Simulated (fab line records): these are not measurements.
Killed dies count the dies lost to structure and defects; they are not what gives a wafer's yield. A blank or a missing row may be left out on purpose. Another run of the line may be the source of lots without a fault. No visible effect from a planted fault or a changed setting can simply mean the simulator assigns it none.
fab line records	flow n5-finfet
record lots=24	wafers=72	last-day=20
route steps=1938 shown BEOL_M3@970
lots that met no fault: from a run of the same line without faults
start-h: start of the lot's first displayed wafer, in hours after the record's first day	wait-h: hours since the lot's step before	" identical to the entry in the row above	L1.1+2: one row covering several wafers at once	- no value, or no start given	* or withheld: withheld	< > ~ a bound
route shown NAME@n: NAME is a module with steps in the file, n the number in the route of the first one	usual: average and standard deviation across the fault-free wafers	same: alike in all rows	chamber/n: place in a boat	sites: the reading at each site	_std_site: how widely they spread, as a standard deviation	_edge_site: outer sites' mean less inner sites'	radius-mm: for every site, how far away it sits from the centre of the wafer	mask NAME#n: copy n	behind: the last tool/chamber to shape the wafer	hold: why the lot was held/for how many hours/how that ended	device: the transistor (n, p or np) that didn't switch	end of line: the same wafers' tests at the end of the route	a step with no rows: only its recipe	killed: dies lost to structure and defects at the first sort, not the wafer's yield	map: shows each die of a wafer: x if killed, . if not, _ if none is there
set.NAME: the setting that was run; set.NAME@STEP: the one run at that earlier step	model.NAME: the simulator's own value behind a step, which no gauge read
one table for each step of the route and one row for each wafer, over a sample of lots
services: from which hour (start-h, from the record's first day; less than 0 if before it) a tool's chamber was out of use, for how many hours, and why
## steps
# step N5_BEOL_M3_ETCH_77
# recipe chemistry=N2/H2	target=underlayer	target-depth-a=65	mask-material=CAR-EUV	time-s=5.2	ion-energy-ev=200	pressure-mtorr=30	source-w=840	bias-w=150	n2-flow-sccm=200	h2-flow-sccm=200	ends=cleared
# usual bias-w=150.0/0.45	drypump-motor-current-A=5.7/0.4	etch-rf-on-time-s=5.20/0.094	oes-product-au=0.66/0.077	rf-vpp-V=523.3/2.9	showerhead-plenum-p-Torr=2.51/0.085	throttle-valve-pct=17.97/0.18
lot.wafer	tool	chamber	start-h	wait-h	bias-w	drypump-motor-current-A	etch-rf-on-time-s	oes-product-au	rf-hours-counter-h	rf-vpp-V	showerhead-plenum-p-Torr	throttle-valve-pct
L074.2	rie-diel-02	3	145.52	0.0	150.2	5.9	5.11	0.64	171	518.2	2.44	17.89
L074.5	"	3	"	"	150.1	5.9	5.11	0.63	-	517.6	2.44	17.87
L074.6	"	0	"	"	150.3	4.8	5.30	0.59	-	527.2	2.60	18.19
L075.2	rie-diel-03	3	172.68	0.0	149.8	5.5	5.27	0.59	177	528.4	2.64	17.98
L075.3	"	2	"	"	149.9	5.7	5.23	0.60	207	521.1	2.42	17.98
L075.4	"	0	"	"	150.0	5.9	5.15	0.68	93	530.0	2.68	18.01
L076.1	rie-diel-02	2	215.07	0.0	149.9	6.1	5.10	0.73	67	524.0	2.47	17.83
L076.2	"	1	"	"	149.9	5.6	5.34	0.64	163	522.8	2.43	18.12
L076.4	"	3	"	"	150.2	5.9	5.19	0.63	183	517.9	2.43	17.90
L077.1	rie-diel-02	1	215.18	0.0	149.8	5.6	5.24	0.64	163	517.9	2.43	18.13
L077.2	"	2	"	"	150.6	6.1	5.13	0.74	67	521.4	2.47	17.87
L077.5	"	1	"	"	150.4	5.6	5.22	0.63	-	518.1	2.43	18.15
L078.1	rie-diel-03	3	215.35	0.0	149.4	5.5	5.37	0.59	184	525.5	2.64	18.02
L078.3	"	0	"	"	149.1	5.9	5.31	0.68	100	526.6	2.67	18.00
L078.5	"	0	"	"	150.3	5.9	5.28	0.69	-	528.2	2.68	17.99
L079.3	rie-diel-05	0	223.59	0.0	149.2	5.8	5.46	0.59	218	523.9	2.51	17.75
L079.5	"	2	"	"	150.7	6.2	5.14	0.81	-	523.3	2.50	17.75
L079.6	"	0	"	"	150.2	5.8	5.40	0.57	-	525.3	2.51	17.77
L080.3	rie-diel-02	2	230.84	0.0	149.3	6.1	5.04	0.72	70	521.6	2.47	17.85
L080.5	"	0	"	"	150.4	4.8	5.06	0.84	-	525.8	2.60	17.76
L080.6	"	3	"	"	149.8	5.9	5.08	0.63	-	522.7	2.43	17.94
L081.1	rie-diel-03	1	233.28	0.0	149.8	5.7	5.12	0.62	194	523.4	2.53	18.34
L081.3	"	0	"	"	149.9	6.0	5.17	0.69	104	530.2	2.67	18.01
L081.6	"	3	"	"	149.5	5.5	5.27	0.59	-	526.5	2.64	18.02
L082.1	rie-diel-02	3	234.26	0.0	150.2	5.9	5.13	0.62	188	520.6	2.43	17.95
L082.3	"	2	"	"	150.2	6.1	5.06	0.73	71	521.9	2.47	17.84
L082.4	"	1	"	"	149.7	5.6	5.23	0.62	167	522.3	2.43	18.14
L083.1	rie-diel-03	2	246.09	0.0	150.2	5.7	5.23	0.58	220	521.1	2.42	17.98
L083.4	"	1	"	"	150.0	5.7	5.16	0.61	198	524.8	2.52	18.34
L083.6	"	1	"	"	150.1	5.7	5.19	0.60	-	521.2	2.52	18.32
L084.1	rie-diel-02	1	249.74	0.0	149.6	5.6	5.22	0.63	170	520.2	2.43	18.14
L084.2	"	2	"	"	150.2	6.1	5.09	0.72	75	520.2	2.47	17.87
L084.4	"	3	"	"	150.3	5.9	5.12	0.62	192	520.9	2.43	17.93
L085.2	rie-diel-05	1	262.60	0.0	150.3	5.3	5.19	0.74	51	527.7	2.59	17.64
L085.3	"	2	"	"	149.5	6.2	5.10	0.78	25	524.1	2.49	17.73
L085.6	"	1	"	"	150.1	5.4	5.20	0.74	-	525.3	2.59	17.65
L086.1	rie-diel-02	1	262.70	0.0	151.0	5.6	5.21	0.63	175	519.5	2.43	18.16
L086.4	"	0	"	"	150.6	4.8	5.07	0.81	15	524.5	2.59	17.76
L086.6	"	1	"	"	150.6	5.6	5.21	0.63	-	519.1	2.43	18.16
L087.2	rie-diel-05	1	263.82	0.0	150.2	5.4	5.26	0.74	52	524.2	2.59	17.65
L087.3	"	2	"	"	150.2	6.2	5.09	0.77	25	524.6	2.49	17.75
L087.5	"	0	"	"	149.5	5.8	5.34	0.57	-	522.0	2.50	17.77
L088.2	rie-diel-03	0	264.31	0.0	149.5	5.9	5.19	0.67	115	526.4	2.67	18.02
L088.4	"	2	"	"	150.3	5.7	5.30	0.58	226	519.2	2.41	17.98
L088.5	"	1	"	"	149.1	5.8	5.24	0.60	-	523.0	2.52	18.33
L089.2	rie-diel-03	1	292.17	0.0	149.5	5.8	5.29	0.59	213	523.7	2.52	18.36
L089.4	"	2	"	"	150.3	5.7	5.24	0.58	236	519.6	2.41	17.99
L089.5	"	2	"	"	149.5	5.7	5.23	0.58	-	520.8	2.41	18.03
L090.1	rie-diel-03	1	296.41	0.0	150.2	5.7	5.17	0.60	215	524.6	2.52	18.34
L090.4	"	3	"	"	149.9	5.5	5.30	0.58	207	528.1	2.63	18.05
L090.5	"	3	"	"	149.7	5.5	5.34	0.58	-	528.7	2.63	18.04
L092.1	rie-diel-03	2	298.43	0.0	150.9	5.7	5.29	0.58	238	518.6	2.41	18.02
L092.2	"	1	"	"	150.5	5.8	5.30	0.60	215	523.2	2.52	18.35
L092.5	"	2	"	"	150.3	5.7	5.28	0.57	-	521.2	2.41	17.99
L091.1	rie-diel-05	1	298.61	0.0	149.7	5.4	5.18	0.72	65	525.3	2.58	17.69
L091.4	"	0	"	"	149.9	5.8	5.36	0.57	241	524.6	2.50	17.79
L091.6	"	3	"	"	149.8	6.4	5.10	0.64	-	524.7	2.52	18.19
L093.1	rie-diel-02	2	304.07	0.0	149.1	6.1	5.05	0.71	93	521.0	2.46	17.92
L093.3	"	1	"	"	150.3	5.6	5.20	0.62	189	521.4	2.42	18.16
L093.5	"	1	"	"	149.8	5.6	5.21	0.62	-	522.0	2.42	18.20
L096.1	rie-diel-05	3	330.06	0.0	149.6	6.4	5.19	0.63	188	524.1	2.52	18.19
L096.2	"	2	"	"	150.0	6.2	5.17	0.75	47	522.4	2.48	17.80
L096.3	"	1	"	"	149.6	5.4	5.28	0.70	79	524.2	2.58	17.71
L095.1	rie-diel-02	2	330.83	0.0	150.3	6.1	5.09	0.69	102	520.8	2.46	17.91
L095.2	"	1	"	"	150.3	5.6	5.25	0.60	201	520.5	2.42	18.20
L095.4	"	3	"	"	149.6	5.9	5.12	0.60	219	519.0	2.42	17.97
L094.1	rie-diel-02	2	337.73	0.0	150.0	6.1	5.07	0.70	104	521.2	2.46	17.90
L094.4	"	0	"	"	149.5	4.8	5.09	0.76	39	524.6	2.58	17.82
L094.5	"	2	"	"	150.1	6.1	5.08	0.70	-	522.7	2.46	17.92
L097.4	rie-diel-02	2	337.97	0.0	150.1	6.0	5.17	0.70	104	520.3	2.46	17.92
L097.5	"	0	"	"	150.6	4.8	5.16	0.76	-	525.0	2.58	17.82
L097.6	"	3	"	"	150.2	5.9	5.20	0.59	-	522.4	2.42	17.96
# step N5_BEOL_M3_CD_MEAS_35
# recipe target-cd-nm=18	target-cd-y-nm=21	polarity=opening
# usual cd-nm=17.9/0.31
lot.wafer	tool	chamber	start-h	wait-h	cd-nm
L074.2	cd-sem-03	-	152.41	0.0	18.4
L074.5	"	-	"	"	17.9
L074.6	"	-	"	"	18.1
L075.2	cd-sem-03	-	182.45	0.0	17.8
L075.3	"	-	"	"	18.0
L075.4	"	-	"	"	17.6
L077.1	cd-sem-02	-	221.81	0.0	18.5
L077.2	"	-	"	"	18.2
L077.5	"	-	"	"	17.6
L078.1	cd-sem-01	-	224.98	0.0	18.0
L078.3	"	-	"	"	18.3
L078.5	"	-	"	"	18.1
L076.1	cd-sem-01	-	225.02	0.0	17.4
L076.2	"	-	"	"	17.7
L076.4	"	-	"	"	17.6
L079.3	cd-sem-01	-	229.29	0.0	17.7
L079.5	"	-	"	"	17.6
L079.6	"	-	"	"	17.8
L080.3	cd-sem-03	-	232.70	0.0	17.5
L080.5	"	-	"	"	17.9
L080.6	"	-	"	"	18.0
L082.1	cd-sem-02	-	235.04	0.0	17.8
L082.3	"	-	"	"	18.1
L082.4	"	-	"	"	17.7
L081.1	cd-sem-02	-	235.91	0.0	17.4
L081.3	"	-	"	"	17.5
L081.6	"	-	"	"	17.7
L083.1	cd-sem-03	-	246.95	0.0	17.7
L083.4	"	-	"	"	18.0
L083.6	"	-	"	"	17.7
L084.1	cd-sem-01	-	252.72	0.0	18.0
L084.2	"	-	"	"	18.4
L084.4	"	-	"	"	18.2
L085.2	cd-sem-02	-	273.46	0.0	17.9
L085.3	"	-	"	"	17.9
L085.6	"	-	"	"	17.6
L086.1	cd-sem-03	-	275.42	0.0	18.6
L086.4	"	-	"	"	17.6
L086.6	"	-	"	"	18.1
L087.2	cd-sem-02	-	276.96	0.0	17.7
L087.3	"	-	"	"	17.7
L087.5	"	-	"	"	17.4
L088.2	cd-sem-01	-	277.07	0.0	17.9
L088.4	"	-	"	"	18.1
L088.5	"	-	"	"	17.9
L089.2	cd-sem-01	-	293.12	0.0	17.9
L089.4	"	-	"	"	17.4
L089.5	"	-	"	"	17.8
L090.1	cd-sem-03	-	304.46	0.0	17.3
L090.4	"	-	"	"	17.5
L090.5	"	-	"	"	17.6
L092.1	cd-sem-03	-	305.25	0.0	17.8
L092.2	"	-	"	"	18.1
L092.5	"	-	"	"	17.7
L091.1	cd-sem-02	-	305.29	0.0	18.2
L091.4	"	-	"	"	17.8
L091.6	"	-	"	"	18.1
L093.1	cd-sem-02	-	305.43	0.0	17.7
L093.3	"	-	"	"	18.4
L093.5	"	-	"	"	17.7
L096.1	cd-sem-01	-	344.34	0.0	17.9
L096.2	"	-	"	"	17.9
L096.3	"	-	"	"	18.1
L095.1	cd-sem-02	-	344.49	0.0	18.1
L095.2	"	-	"	"	17.9
L095.4	"	-	"	"	18.5
L094.1	cd-sem-03	-	347.30	0.0	18.3
L094.4	"	-	"	"	18.2
L094.5	"	-	"	"	17.9
L097.4	cd-sem-03	-	350.48	0.0	18.5
L097.5	"	-	"	"	18.0
L097.6	"	-	"	"	18.2
# step N5_BEOL_M3_SPUTTER_81
# recipe material=Cu	target-thk-a=45	temp-c=-20	chamber-pressure-pa=0.07	power-w=withheld	time-s=8.29
# usual chuck-gas-flow-sccm=1.25/0.049	chuck-sensor-temp-C=-15.9/0.47	throttle-valve-pct=29.7/1.1
lot.wafer	tool	chamber	start-h	wait-h	chuck-gas-flow-sccm	chuck-sensor-temp-C	throttle-valve-pct
L074.2	pvd-sputter-01	-	153.67	0.1	1.22	-14.9	28.8
L074.5	"	-	"	"	1.33	-16.0	29.9
L074.6	"	-	"	"	1.26	-15.9	31.2
L075.2	pvd-sputter-01	-	183.93	0.1	1.28	-15.8	31.5
L075.3	"	-	"	"	1.20	-15.8	28.3
L075.4	"	-	"	"	1.33	-15.1	28.7
L077.1	pvd-sputter-03	-	223.26	0.1	1.21	-16.3	27.8
L077.2	"	-	"	"	1.31	-16.3	29.4
L077.5	"	-	"	"	1.32	-16.3	29.1
L078.1	pvd-sputter-02	-	226.43	0.1	1.27	-15.5	30.3
L078.3	"	-	"	"	1.34	-16.0	31.1
L078.5	"	-	"	"	1.21	-17.0	28.8
L076.1	pvd-sputter-01	-	226.49	0.1	1.26	-15.1	29.0
L076.2	"	-	"	"	1.24	-15.9	30.9
L076.4	"	-	"	"	1.26	-15.9	28.5
L079.3	pvd-sputter-03	-	230.88	0.1	1.22	-16.4	29.0
L079.5	"	-	"	"	1.26	-16.1	29.2
L079.6	"	-	"	"	1.35	-16.5	27.6
L080.3	pvd-sputter-01	-	233.75	0.1	1.36	-14.9	29.2
L080.5	"	-	"	"	1.27	-16.0	29.8
L080.6	"	-	"	"	1.17	-15.9	28.3
L082.1	pvd-sputter-02	-	236.56	0.1	1.27	-16.8	28.5
L082.3	"	-	"	"	1.32	-15.7	29.6
L082.4	"	-	"	"	1.28	-15.6	30.2
L081.1	pvd-sputter-01	-	237.39	0.1	1.29	-15.6	29.8
L081.3	"	-	"	"	1.22	-15.7	30.8
L081.6	"	-	"	"	1.18	-16.1	28.5
L083.1	pvd-sputter-01	-	250.56	0.1	1.22	-16.1	28.5
L083.4	"	-	"	"	1.28	-15.9	31.1
L083.6	"	-	"	"	1.31	-16.0	31.1
L084.1	pvd-sputter-02	-	254.06	0.1	1.22	-15.9	31.3
L084.2	"	-	"	"	1.25	-15.4	30.4
L084.4	"	-	"	"	1.29	-17.0	28.7
L085.2	pvd-sputter-03	-	275.35	0.1	1.24	-16.3	28.0
L085.3	"	-	"	"	1.22	-16.1	29.0
L085.6	"	-	"	"	1.23	-16.3	29.5
L086.1	pvd-sputter-02	-	277.61	0.1	1.19	-16.8	28.8
L086.4	"	-	"	"	1.27	-16.0	31.4
L086.6	"	-	"	"	1.22	-15.5	30.3
L087.2	pvd-sputter-01	-	278.24	0.1	1.32	-16.1	28.3
L087.3	"	-	"	"	1.28	-15.8	31.3
L087.5	"	-	"	"	1.25	-16.0	28.5
L088.2	pvd-sputter-02	-	279.57	0.1	1.26	-15.5	30.2
L088.4	"	-	"	"	1.20	-15.8	29.8
L088.5	"	-	"	"	1.22	-16.9	29.0
L089.2	pvd-sputter-03	-	294.99	0.1	1.28	-15.9	30.7
L089.4	"	-	"	"	1.26	-16.5	29.3
L089.5	"	-	"	"	1.23	-16.5	29.3
L090.1	pvd-sputter-01	-	305.80	0.1	1.29	-15.6	29.7
L090.4	"	-	"	"	1.25	-14.9	28.3
L090.5	"	-	"	"	1.20	-16.0	28.3
L092.1	pvd-sputter-03	-	306.51	0.1	1.30	-16.4	28.1
L092.2	"	-	"	"	1.26	-16.0	29.2
L092.5	"	-	"	"	1.15	-16.5	28.0
L091.1	pvd-sputter-02	-	306.75	0.1	1.17	-15.7	31.2
L091.4	"	-	"	"	1.34	-15.8	29.9
L091.6	"	-	"	"	1.23	-15.9	30.2
L093.1	pvd-sputter-01	-	307.68	0.1	1.39	-15.9	31.2
L093.3	"	-	"	"	1.18	-14.9	28.7
L093.5	"	-	"	"	1.25	-15.9	30.1
L096.1	pvd-sputter-01	-	345.63	0.1	1.23	-14.9	28.9
L096.2	"	-	"	"	1.36	-15.7	31.1
L096.3	"	-	"	"	1.27	-16.1	28.4
L095.1	pvd-sputter-02	-	347.23	0.1	1.26	-16.9	28.5
L095.2	"	-	"	"	1.29	-15.6	30.3
L095.4	"	-	"	"	1.30	-15.9	31.3
L094.1	pvd-sputter-02	-	349.07	0.1	1.25	-15.7	29.6
L094.4	"	-	"	"	1.24	-16.1	31.3
L094.5	"	-	"	"	1.22	-15.5	30.0
L097.4	pvd-sputter-03	-	351.77	0.1	1.29	-16.0	28.7
L097.5	"	-	"	"	1.22	-16.0	30.8
L097.6	"	-	"	"	1.30	-16.4	28.1
# step N5_BEOL_M3_ANNEAL_87
# recipe temp-c=400	time-s=240	ambient=vacuum
# usual heater-power-w=862/88
lot.wafer	tool	chamber	start-h	wait-h	heater-power-w
L074.2	pvd-sputter-01	-	153.97	0.0	868
L074.5	"	-	"	"	877
L074.6	"	-	"	"	1021
L075.2	pvd-sputter-01	-	184.23	0.0	1027
L075.3	"	-	"	"	875
L075.4	"	-	"	"	867
L077.1	pvd-sputter-03	-	223.56	0.0	766
L077.2	"	-	"	"	699
L077.5	"	-	"	"	707
L078.1	pvd-sputter-02	-	226.73	0.0	943
L078.3	"	-	"	"	796
L078.5	"	-	"	"	879
L076.1	pvd-sputter-01	-	226.79	0.0	874
L076.2	"	-	"	"	1022
L076.4	"	-	"	"	836
L079.3	pvd-sputter-03	-	231.18	0.0	729
L079.5	"	-	"	"	819
L079.6	"	-	"	"	761
L080.3	pvd-sputter-01	-	234.05	0.0	875
L080.5	"	-	"	"	880
L080.6	"	-	"	"	850
L082.1	pvd-sputter-02	-	236.86	0.0	913
L082.3	"	-	"	"	939
L082.4	"	-	"	"	896
L081.1	pvd-sputter-01	-	237.69	0.0	871
L081.3	"	-	"	"	999
L081.6	"	-	"	"	833
L083.1	pvd-sputter-01	-	250.86	0.0	850
L083.4	"	-	"	"	1029
L083.6	"	-	"	"	1003
L084.1	pvd-sputter-02	-	254.36	0.0	803
L084.2	"	-	"	"	944
L084.4	"	-	"	"	880
L085.2	pvd-sputter-03	-	275.65	0.0	746
L085.3	"	-	"	"	836
L085.6	"	-	"	"	718
L086.1	pvd-sputter-02	-	277.91	0.0	883
L086.4	"	-	"	"	820
L086.6	"	-	"	"	939
L087.2	pvd-sputter-01	-	278.54	0.0	832
L087.3	"	-	"	"	1037
L087.5	"	-	"	"	874
L088.2	pvd-sputter-02	-	279.87	0.0	925
L088.4	"	-	"	"	961
L088.5	"	-	"	"	914
L089.2	pvd-sputter-03	-	295.29	0.0	739
L089.4	"	-	"	"	710
L089.5	"	-	"	"	725
L090.1	pvd-sputter-01	-	306.10	0.0	871
L090.4	"	-	"	"	862
L090.5	"	-	"	"	846
L092.1	pvd-sputter-03	-	306.81	0.0	770
L092.2	"	-	"	"	829
L092.5	"	-	"	"	740
L091.1	pvd-sputter-02	-	307.05	0.0	805
L091.4	"	-	"	"	956
L091.6	"	-	"	"	948
L093.1	pvd-sputter-01	-	307.98	0.0	1035
L093.3	"	-	"	"	856
L093.5	"	-	"	"	892
L096.1	pvd-sputter-01	-	345.93	0.0	874
L096.2	"	-	"	"	1024
L096.3	"	-	"	"	843
L095.1	pvd-sputter-02	-	347.53	0.0	901
L095.2	"	-	"	"	938
L095.4	"	-	"	"	805
L094.1	pvd-sputter-02	-	349.37	0.0	918
L094.4	"	-	"	"	807
L094.5	"	-	"	"	948
L097.4	pvd-sputter-03	-	352.07	0.0	835
L097.5	"	-	"	"	724
L097.6	"	-	"	"	773
# step N5_BEOL_M3_ANNEAL_93
# recipe temp-c=400	time-s=240	ambient=vacuum
# usual heater-power-w=864/89
lot.wafer	tool	chamber	start-h	wait-h	heater-power-w
L074.2	pvd-sputter-01	-	154.63	0.0	867
L074.5	"	-	"	"	867
L074.6	"	-	"	"	1011
L075.2	pvd-sputter-01	-	184.89	0.0	1003
L075.3	"	-	"	"	865
L075.4	"	-	"	"	870
L077.1	pvd-sputter-03	-	224.22	0.0	760
L077.2	"	-	"	"	717
L077.5	"	-	"	"	718
L078.1	pvd-sputter-02	-	227.39	0.0	904
L078.3	"	-	"	"	801
L078.5	"	-	"	"	897
L076.1	pvd-sputter-01	-	227.45	0.0	886
L076.2	"	-	"	"	1030
L076.4	"	-	"	"	869
L079.3	pvd-sputter-03	-	231.84	0.0	721
L079.5	"	-	"	"	842
L079.6	"	-	"	"	778
L080.3	pvd-sputter-01	-	234.71	0.0	887
L080.5	"	-	"	"	877
L080.6	"	-	"	"	862
L082.1	pvd-sputter-02	-	237.52	0.0	882
L082.3	"	-	"	"	966
L082.4	"	-	"	"	927
L081.1	pvd-sputter-01	-	238.35	0.0	887
L081.3	"	-	"	"	1030
L081.6	"	-	"	"	868
L083.1	pvd-sputter-01	-	251.52	0.0	868
L083.4	"	-	"	"	1023
L083.6	"	-	"	"	1018
L084.1	pvd-sputter-02	-	255.02	0.0	806
L084.2	"	-	"	"	945
L084.4	"	-	"	"	884
L085.2	pvd-sputter-03	-	276.31	0.0	767
L085.3	"	-	"	"	838
L085.6	"	-	"	"	716
L086.1	pvd-sputter-02	-	278.57	0.0	887
L086.4	"	-	"	"	793
L086.6	"	-	"	"	946
L087.2	pvd-sputter-01	-	279.20	0.0	869
L087.3	"	-	"	"	1021
L087.5	"	-	"	"	870
L088.2	pvd-sputter-02	-	280.53	0.0	944
L088.4	"	-	"	"	934
L088.5	"	-	"	"	894
L089.2	pvd-sputter-03	-	295.95	0.0	712
L089.4	"	-	"	"	724
L089.5	"	-	"	"	719
L090.1	pvd-sputter-01	-	306.76	0.0	881
L090.4	"	-	"	"	889
L090.5	"	-	"	"	840
L092.1	pvd-sputter-03	-	307.47	0.0	778
L092.2	"	-	"	"	845
L092.5	"	-	"	"	756
L091.1	pvd-sputter-02	-	307.71	0.0	809
L091.4	"	-	"	"	945
L091.6	"	-	"	"	943
L093.1	pvd-sputter-01	-	308.64	0.0	1016
L093.3	"	-	"	"	893
L093.5	"	-	"	"	872
L096.1	pvd-sputter-01	-	346.59	0.0	845
L096.2	"	-	"	"	1015
L096.3	"	-	"	"	830
L095.1	pvd-sputter-02	-	348.19	0.0	895
L095.2	"	-	"	"	952
L095.4	"	-	"	"	796
L094.1	pvd-sputter-02	-	350.03	0.0	958
L094.4	"	-	"	"	790
L094.5	"	-	"	"	950
L097.4	pvd-sputter-03	-	352.73	0.0	836
L097.5	"	-	"	"	702
L097.6	"	-	"	"	767
# step N5_BEOL_M3_INSPECT_59
# recipe inspect-instrument=darkfield	mode=post-dep
# usual raw-defect-count=74/27
lot.wafer	tool	chamber	start-h	wait-h	raw-defect-count
L074.2	defect-inspect-02	-	156.11	0.0	49
L074.5	"	-	"	"	49
L074.6	"	-	"	"	34
L075.2	defect-inspect-01	-	186.33	0.0	83
L075.3	"	-	"	"	77
L075.4	"	-	"	"	35
L077.1	defect-inspect-01	-	226.44	0.0	102
L077.2	"	-	"	"	98
L077.5	"	-	"	"	91
L078.1	defect-inspect-02	-	228.85	0.0	54
L078.3	"	-	"	"	61
L078.5	"	-	"	"	61
L076.1	defect-inspect-01	-	229.04	0.0	56
L076.2	"	-	"	"	75
L076.4	"	-	"	"	107
L079.3	defect-inspect-02	-	233.54	0.0	55
L079.5	"	-	"	"	81
L079.6	"	-	"	"	78
L080.3	defect-inspect-01	-	236.35	0.0	73
L080.5	"	-	"	"	78
L080.6	"	-	"	"	48
L082.1	defect-inspect-02	-	238.96	0.0	72
L082.3	"	-	"	"	94
L082.4	"	-	"	"	75
L081.1	defect-inspect-01	-	240.11	0.0	118
L081.3	"	-	"	"	98
L081.6	"	-	"	"	152
L083.1	defect-inspect-01	-	252.96	0.0	57
L083.4	"	-	"	"	70
L083.6	"	-	"	"	67
L084.1	defect-inspect-01	-	256.57	0.0	122
L084.2	"	-	"	"	147
L084.4	"	-	"	"	133
L085.2	defect-inspect-02	-	277.97	0.0	66
L085.3	"	-	"	"	92
L085.6	"	-	"	"	51
L086.1	defect-inspect-02	-	280.04	0.0	57
L086.4	"	-	"	"	43
L086.6	"	-	"	"	27
L087.2	defect-inspect-02	-	280.99	0.0	127
L087.3	"	-	"	"	88
L087.5	"	-	"	"	111
L088.2	defect-inspect-01	-	281.97	0.0	70
L088.4	"	-	"	"	84
L088.5	"	-	"	"	59
L089.2	defect-inspect-01	-	297.40	0.0	53
L089.4	"	-	"	"	67
L089.5	"	-	"	"	59
L090.1	defect-inspect-01	-	308.43	0.0	100
L090.4	"	-	"	"	71
L090.5	"	-	"	"	92
L092.1	defect-inspect-02	-	308.90	0.0	48
L092.2	"	-	"	"	91
L092.5	"	-	"	"	54
L091.1	defect-inspect-02	-	309.17	0.0	82
L091.4	"	-	"	"	46
L091.6	"	-	"	"	94
L093.1	defect-inspect-01	-	310.08	0.0	53
L093.3	"	-	"	"	54
L093.5	"	-	"	"	45
L096.1	defect-inspect-02	-	348.05	0.0	80
L096.2	"	-	"	"	72
L096.3	"	-	"	"	83
L095.1	defect-inspect-02	-	349.62	0.0	56
L095.2	"	-	"	"	71
L095.4	"	-	"	"	70
L094.1	defect-inspect-02	-	351.48	0.0	69
L094.4	"	-	"	"	88
L094.5	"	-	"	"	63
L097.4	defect-inspect-01	-	354.22	0.0	25
L097.5	"	-	"	"	59
L097.6	"	-	"	"	64
## services
tool	chamber	start-h	hours	kind
pvd-sputter-01	-	127.38	0.8	repair
rie-diel-02	-	151.09	15.6	pm
rie-diel-05	-	153.22	28.1	pm
pvd-sputter-03	-	188.94	5.9	repair
rie-diel-05	3	189.24	1.3	repair
pvd-sputter-02	-	202.44	2.8	repair
rie-diel-05	-	207.38	2.6	repair
pvd-sputter-03	-	211.08	3.7	repair
rie-diel-05	1	213.83	14.7	repair
rie-diel-05	-	217.62	0.7	repair
rie-diel-05	3	227.96	6.0	repair
rie-diel-05	1	229.85	2.6	repair
rie-diel-02	-	241.35	2.8	pm
rie-diel-05	0	249.90	1.2	repair
rie-diel-02	3	250.98	4.4	repair
rie-diel-03	3	251.86	6.5	repair
rie-diel-05	2	281.14	7.1	repair
rie-diel-02	0	294.77	12.3	repair
rie-diel-03	1	312.30	15.5	repair
rie-diel-05	3	315.21	3.1	repair
rie-diel-02	2	322.19	4.5	repair
rie-diel-03	-	327.21	28.1	pm
rie-diel-02	-	332.96	1.8	repair
rie-diel-02	0	350.85	2.9	repair
## key
fault none
